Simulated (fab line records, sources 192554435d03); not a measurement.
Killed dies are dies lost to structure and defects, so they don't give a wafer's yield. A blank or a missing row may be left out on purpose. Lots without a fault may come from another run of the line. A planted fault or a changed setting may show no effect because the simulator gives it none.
fab line records | flow n5_finfet | part 2 of 2: steps 4 to 6 of 6
record lots=24 wafers=72 last_day=18
route steps=1938 shown BEOL_M9@1405
lots that met no fault: from a run of the same line without faults
start_h: hours from the record's first day to the start of the lot's first wafer shown | wait_h: hours since the lot's step before | " the same as in the row above | L1.1+2: a row that stands for several wafers | - no value, or no start given | * or withheld: withheld | < > ~ a bound
route shown NAME@n: a module of which the file shows steps, and the number in the route of the first | usual: mean/standard deviation of fault-free wafers | same: alike in all rows | chamber/n: place in a boat | sites: the reading at each site | _std_site: their standard deviation | _edge_site: outer sites' mean less inner sites' | radius_mm: how far each site lies from the wafer's centre | mask NAME#n: copy n | behind: the tool/chamber that last shaped the wafer | hold: why the lot was held/for how many hours/how that ended | device: the transistor (n, p or np) that didn't switch | end of line: the same wafers' tests at the end of the route | a step without rows: its recipe alone | killed: dies lost to structure and defects at the first sort, not the wafer's yield | map: a wafer's dies, x killed, . not, _ none there
set.NAME: the setting as run; set.NAME@STEP: as run at that earlier step | model.NAME: the simulator's own value behind a step, which no gauge read
steps of the route over a sample of lots; a table a step, a row a wafer
services: from which hour (start_h, from the record's first day; less than 0 if before it) a tool's chamber was out of use, for how many hours, and why
## steps
# step N5_BEOL_M9_TRENCH_ETCH_37
# recipe chemistry=C4F6/O2 target_depth_a=1514.3 target=SiCOH_lowk time_s=49 ion_energy_ev=250 pressure_mtorr=30 source_w=345 bias_w=185 Ar_flow_sccm=300 C4F6_flow_sccm=10 O2_flow_sccm=10
# usual drypump_motor_current_A=5.9/0.33 oes_product_au=0.81/0.088 rf_vpp_V=659/19 showerhead_plenum_p_Torr=2.83/0.12 throttle_valve_pct=20.91/0.26
# columns lot.wafer tool chamber start_h wait_h drypump_motor_current_A oes_product_au rf_hours_counter_h rf_vpp_V showerhead_plenum_p_Torr throttle_valve_pct
L074.1 rie_diel-06 1 - - 6.2 0.89 33 656 2.80 21.11
L074.2 " 2 " " 5.9 0.67 248 685 2.91 20.93
L074.3 " 0 " " 5.5 0.69 236 656 2.71 21.12
L075.1 rie_diel-03 2 - - 6.5 0.98 1 647 2.81 20.46
L075.4 " 1 " " 5.6 0.72 200 653 2.71 21.21
L075.6 " 1 " " 5.6 0.73 - 651 2.71 21.21
L077.4 rie_diel-03 2 - - 6.5 0.95 - 649 2.81 20.48
L077.5 " 1 " " 5.6 0.73 - 650 2.71 21.21
L077.6 " 0 " " 5.8 0.85 - 649 2.87 20.99
L076.3 rie_diel-04 1 - - 6.2 0.71 185 667 2.95 20.81
L076.4 " 0 " " 5.4 0.74 181 658 2.71 20.67
L076.5 " 3 " " 5.6 0.78 - 655 2.65 20.74
L079.1 rie_diel-06 0 - - 5.5 0.68 246 655 2.71 21.14
L079.2 " 2 " " 5.9 0.95 1 686 2.90 20.58
L079.3 " 1 " " 6.2 0.87 43 655 2.80 21.11
L078.2 rie_diel-06 3 - - 5.9 0.75 145 634 2.78 21.19
L078.4 " 1 " " 6.2 0.86 45 655 2.80 21.14
L078.5 " 3 " " 5.9 0.75 - 635 2.77 21.20
L080.2 rie_diel-06 3 - - 6.0 0.74 149 633 2.77 21.18
L080.4 " 2 " " 5.9 0.91 - 687 2.90 20.61
L080.5 " 1 " " 6.2 0.86 - 657 2.80 21.13
L083.1 rie_diel-03 2 - - 6.5 0.93 18 648 2.80 20.52
L083.3 " 3 " " 5.5 0.95 3 659 3.06 20.55
L083.4 " 0 " " 5.8 0.85 61 648 2.86 21.00
L081.2 rie_diel-03 3 - - 5.5 0.95 3 660 3.06 20.57
L081.3 " 1 " " 5.6 0.71 213 651 2.71 21.22
L081.5 " 0 " " 5.8 0.85 - 648 2.86 21.00
L082.1 rie_diel-06 2 - - 5.9 0.90 14 685 2.90 20.62
L082.4 " 2 " " 5.9 0.91 - 686 2.90 20.62
L082.6 " 3 " " 6.0 0.75 - 634 2.77 21.21
L084.1 rie_diel-04 3 - - 5.6 0.76 149 653 2.64 20.76
L084.4 " 1 " " 6.2 0.69 200 666 2.94 20.85
L084.6 " 2 " " 6.0 0.91 - 706 2.95 21.08
L085.1 rie_diel-04 2 - - 6.1 0.90 25 706 2.94 21.10
L085.2 " 0 " " 5.4 0.72 193 657 2.71 20.68
L085.3 " 3 " " 5.6 0.76 152 655 2.64 20.75
L086.3 rie_diel-06 3 - - 6.0 0.73 164 634 2.77 21.22
L086.4 " 2 " " 5.9 0.88 23 686 2.89 20.63
L086.6 " 2 " " 5.9 0.88 - 686 2.89 20.61
L089.2 rie_diel-04 3 - - 5.6 0.74 156 654 2.64 20.76
L089.4 " 2 " " 6.1 0.90 29 705 2.94 21.10
L089.5 " 0 " " 5.4 0.72 - 658 2.71 20.71
L087.2 rie_diel-03 2 - - 6.5 0.90 32 648 2.79 20.52
L087.3 " 3 " " 5.5 0.91 17 660 3.05 20.59
L087.4 " 1 " " 5.6 0.71 228 652 2.70 21.25
L088.3 rie_diel-04 1 - - 6.1 0.70 208 667 2.94 20.85
L088.4 " 2 " " 6.0 0.90 30 705 2.94 21.10
L088.5 " 1 " " 6.2 0.70 - 666 2.94 20.86
L090.1 rie_diel-04 2 - - 6.0 0.89 32 706 2.94 21.10
L090.2 " 1 " " 6.2 0.69 211 666 2.94 20.86
L090.3 " 3 " " 5.6 0.75 160 654 2.64 20.77
L091.1 rie_diel-04 1 - - 6.2 0.69 213 664 2.94 20.86
L091.5 " 3 " " 5.6 0.74 - 654 2.64 20.76
L091.6 " 2 " " 6.0 0.88 - 704 2.94 21.12
L093.2 rie_diel-03 2 - - 6.5 0.89 42 647 2.79 20.53
L093.4 " 0 " " 5.9 0.81 84 647 2.85 21.02
L093.6 " 3 " " 5.5 0.88 - 658 3.04 20.59
L094.2 rie_diel-03 3 - - 5.5 0.88 27 658 3.04 20.57
L094.3 " 1 " " 5.6 0.70 239 651 2.69 21.27
L094.5 " 2 " " 6.5 0.88 - 646 2.79 20.52
L095.1 rie_diel-03 3 - - 5.5 0.88 30 660 3.04 20.58
L095.4 " 1 " " 5.6 0.70 241 652 2.69 21.29
L095.6 " 0 " " 5.8 0.80 - 646 2.85 21.04
L092.1 rie_diel-06 0 - - 5.5 0.92 23 664 3.04 20.81
L092.3 " 3 " " 6.0 0.73 179 633 2.76 21.25
L092.4 " 1 " " 6.2 0.83 79 657 2.78 21.17
L096.1 rie_diel-06 2 - - 5.9 0.85 40 686 2.89 20.65
L096.4 " 1 " " 6.2 0.83 81 656 2.78 21.16
L096.6 " 2 " " 5.9 0.86 - 686 2.89 20.65
L097.2 rie_diel-03 3 - - 5.5 0.85 38 658 3.04 20.59
L097.5 " 3 " " 5.5 0.87 - 659 3.04 20.60
L097.6 " 2 " " 6.5 0.86 - 647 2.78 20.56
# step N5_BEOL_M9_CD_MEAS_35
# recipe target_cd_nm=70 target_cd_y_nm=40 polarity=opening
# usual cd_nm=70.4/0.92
# columns lot.wafer tool chamber start_h wait_h cd_nm
L074.1 cd_sem-03 - 207.47 0.0 68.9
L074.2 " - " " 70.4
L074.3 " - " " 69.6
L075.1 cd_sem-03 - 211.33 0.0 70.0
L075.4 " - " " 69.0
L075.6 " - " " 70.3
L077.4 cd_sem-02 - 225.52 0.0 70.4
L077.5 " - " " 70.5
L077.6 " - " " 71.4
L076.3 cd_sem-01 - 227.80 0.0 69.6
L076.4 " - " " 68.2
L076.5 " - " " 70.0
L079.1 cd_sem-01 - 231.58 0.0 71.8
L079.2 " - " " 72.1
L079.3 " - " " 71.5
L078.2 cd_sem-02 - 238.99 0.0 70.3
L078.4 " - " " 71.4
L078.5 " - " " 70.9
L080.2 cd_sem-03 - 249.48 0.0 70.9
L080.4 " - " " 69.9
L080.5 " - " " 71.7
L083.1 cd_sem-01 - 254.25 0.0 68.9
L083.3 " - " " 69.2
L083.4 " - " " 69.1
L081.2 cd_sem-02 - 255.09 0.0 70.5
L081.3 " - " " 72.2
L081.5 " - " " 71.3
L082.1 cd_sem-02 - 263.88 0.0 69.4
L082.4 " - " " 69.3
L082.6 " - " " 70.3
L084.1 cd_sem-01 - 274.99 0.0 70.2
L084.4 " - " " 70.6
L084.6 " - " " 69.7
L085.1 cd_sem-02 - 283.78 0.0 69.4
L085.2 " - " " 70.8
L085.3 " - " " 70.4
L086.3 cd_sem-01 - 294.83 0.0 70.0
L086.4 " - " " 70.7
L086.6 " - " " 71.7
L089.2 cd_sem-02 - 300.23 0.0 71.3
L089.4 " - " " 71.3
L089.5 " - " " 70.8
L087.2 cd_sem-02 - 306.05 0.0 70.7
L087.3 " - " " 70.0
L087.4 " - " " 71.5
L088.3 cd_sem-01 - 306.22 0.0 70.4
L088.4 " - " " 70.7
L088.5 " - " " 71.5
L090.1 cd_sem-02 - 320.54 0.0 71.3
L090.2 " - " " 71.8
L090.3 " - " " 71.5
L091.1 cd_sem-01 - 326.56 0.0 70.3
L091.5 " - " " 70.8
L091.6 " - " " 70.3
L093.2 cd_sem-01 - 335.38 0.0 73.0
L093.4 " - " " 71.0
L093.6 " - " " 72.0
L094.2 cd_sem-02 - 336.02 0.0 68.9
L094.3 " - " " 69.4
L094.5 " - " " 69.4
L095.1 cd_sem-03 - 345.17 0.0 70.8
L095.4 " - " " 70.1
L095.6 " - " " 69.1
L092.1 cd_sem-03 - 354.64 0.0 70.9
L092.3 " - " " 69.2
L092.4 " - " " 70.1
L096.1 cd_sem-01 - 358.85 0.0 70.3
L096.4 " - " " 70.9
L096.6 " - " " 70.1
L097.2 cd_sem-03 - 373.95 0.0 69.3
L097.5 " - " " 70.2
L097.6 " - " " 69.4
# step N5_BEOL_M9_SPUTTER_48
# recipe material=Cu target_thk_a=120 temp_c=-20 bias_v=60 power_w=26000 chamber_pressure_pa=0.13 time_s=2
# usual chamber_pressure_pa=0.13001/0.00026 throttle_valve_pct=29.9/0.82
# columns lot.wafer tool chamber start_h wait_h chamber_pressure_pa throttle_valve_pct
L074.1 pvd_sputter-01 - 208.88 0.1 0.12989 30.1
L074.2 " - " " 0.13007 29.5
L074.3 " - " " 0.1298 31.0
L075.1 pvd_sputter-03 - 212.59 0.1 0.12967 30.8
L075.4 " - " " 0.13028 30.0
L075.6 " - " " 0.12952 30.7
L077.4 pvd_sputter-01 - 226.76 0.1 0.13027 30.9
L077.5 " - " " 0.13013 30.3
L077.6 " - " " 0.12969 30.6
L076.3 pvd_sputter-03 - 229.82 0.1 0.13018 30.0
L076.4 " - " " 0.13017 29.6
L076.5 " - " " 0.12983 30.5
L079.1 pvd_sputter-01 - 233.26 0.3 0.13008 30.8
L079.2 " - " " 0.13006 29.0
L079.3 " - " " 0.13041 30.2
L078.2 pvd_sputter-01 - 240.30 0.1 0.13007 29.5
L078.4 " - " " 0.12977 30.0
L078.5 " - " " 0.1302 30.8
L080.2 pvd_sputter-02 - 250.64 0.1 0.12983 30.7
L080.4 " - " " 0.1299 30.8
L080.5 " - " " 0.12961 30.9
L083.1 pvd_sputter-02 - 255.90 0.1 0.13018 28.0
L083.3 " - " " 0.13021 28.9
L083.4 " - " " 0.13007 30.8
L081.2 pvd_sputter-02 - 256.12 0.1 0.13066 30.3
L081.3 " - " " 0.12973 28.2
L081.5 " - " " 0.13008 28.0
L082.1 pvd_sputter-02 - 264.87 0.1 0.13038 30.6
L082.4 " - " " 0.13001 28.0
L082.6 " - " " 0.13011 30.8
L084.1 pvd_sputter-01 - 277.53 0.1 0.12993 29.6
L084.4 " - " " 0.13029 30.2
L084.6 " - " " 0.13 29.4
L085.1 pvd_sputter-01 - 287.26 0.2 0.13021 29.4
L085.2 " - " " 0.13038 28.9
L085.3 " - " " 0.12995 30.9
L086.3 pvd_sputter-02 - 296.06 0.1 0.12981 30.9
L086.4 " - " " 0.12998 30.6
L086.6 " - " " 0.13004 28.9
L089.2 pvd_sputter-01 - 302.10 0.1 0.13024 29.5
L089.4 " - " " 0.13046 28.9
L089.5 " - " " 0.12988 30.2
L087.2 pvd_sputter-03 - 307.22 0.2 0.12978 29.9
L087.3 " - " " 0.12986 29.6
L087.4 " - " " 0.13041 29.4
L088.3 pvd_sputter-01 - 307.44 0.1 0.12964 29.1
L088.4 " - " " 0.12996 29.8
L088.5 " - " " 0.13014 31.1
L090.1 pvd_sputter-03 - 321.79 0.1 0.13015 29.5
L090.2 " - " " 0.1302 30.8
L090.3 " - " " 0.13017 29.7
L091.1 pvd_sputter-01 - 329.59 0.2 0.12964 30.0
L091.5 " - " " 0.1303 29.4
L091.6 " - " " 0.1296 29.3
L093.2 pvd_sputter-03 - 336.64 0.1 0.13004 31.0
L093.4 " - " " 0.12973 30.8
L093.6 " - " " 0.12993 29.7
L094.2 pvd_sputter-03 - 337.10 0.1 0.12969 30.9
L094.3 " - " " 0.12961 29.5
L094.5 " - " " 0.13037 29.3
L095.1 pvd_sputter-02 - 347.02 0.3 0.13066 27.8
L095.4 " - " " 0.13025 30.5
L095.6 " - " " 0.1303 30.9
L092.1 pvd_sputter-01 - 355.91 0.2 0.13032 29.3
L092.3 " - " " 0.12944 30.1
L092.4 " - " " 0.13011 30.7
L096.1 pvd_sputter-03 - 360.15 0.1 0.12977 29.4
L096.4 " - " " 0.13015 30.6
L096.6 " - " " 0.12958 29.6
L097.2 pvd_sputter-01 - 377.04 0.1 0.12998 29.4
L097.5 " - " " 0.1298 29.7
L097.6 " - " " 0.13029 29.1
## services
# columns tool chamber start_h hours kind
rie_diel-04 2 189.35 - clean
rie_diel-04 2 189.35 - consumable_replace:focus_ring
rie_diel-04 2 189.35 21.2 scheduled_down
rie_diel-06 - 201.59 2.8 pm
rie_diel-04 0 209.83 5.8 repair
rie_diel-03 3 233.72 - clean
rie_diel-03 3 233.72 - consumable_replace:focus_ring
rie_diel-03 3 233.72 - consumable_replace:showerhead
rie_diel-03 3 233.72 11.9 scheduled_down
rie_diel-03 3 233.72 11.9 vent_cycle
rie_diel-04 0 250.43 17.9 repair
rie_diel-03 - 267.61 2.8 pm
rie_diel-03 3 285.89 4.9 repair
pvd_sputter-02 - 305.99 6.3 repair
rie_diel-06 - 318.79 1.1 repair
rie_diel-04 0 341.79 8.0 repair
pvd_sputter-02 - 359.20 3.8 repair
rie_diel-06 0 366.77 5.4 repair
rie_diel-03 1 373.77 - clean
rie_diel-03 1 373.77 - consumable_replace:esc
rie_diel-03 1 373.77 - consumable_replace:focus_ring
rie_diel-03 1 373.77 - consumable_replace:showerhead
rie_diel-03 1 373.77 29.0 scheduled_down
rie_diel-03 1 373.77 29.0 vent_cycle
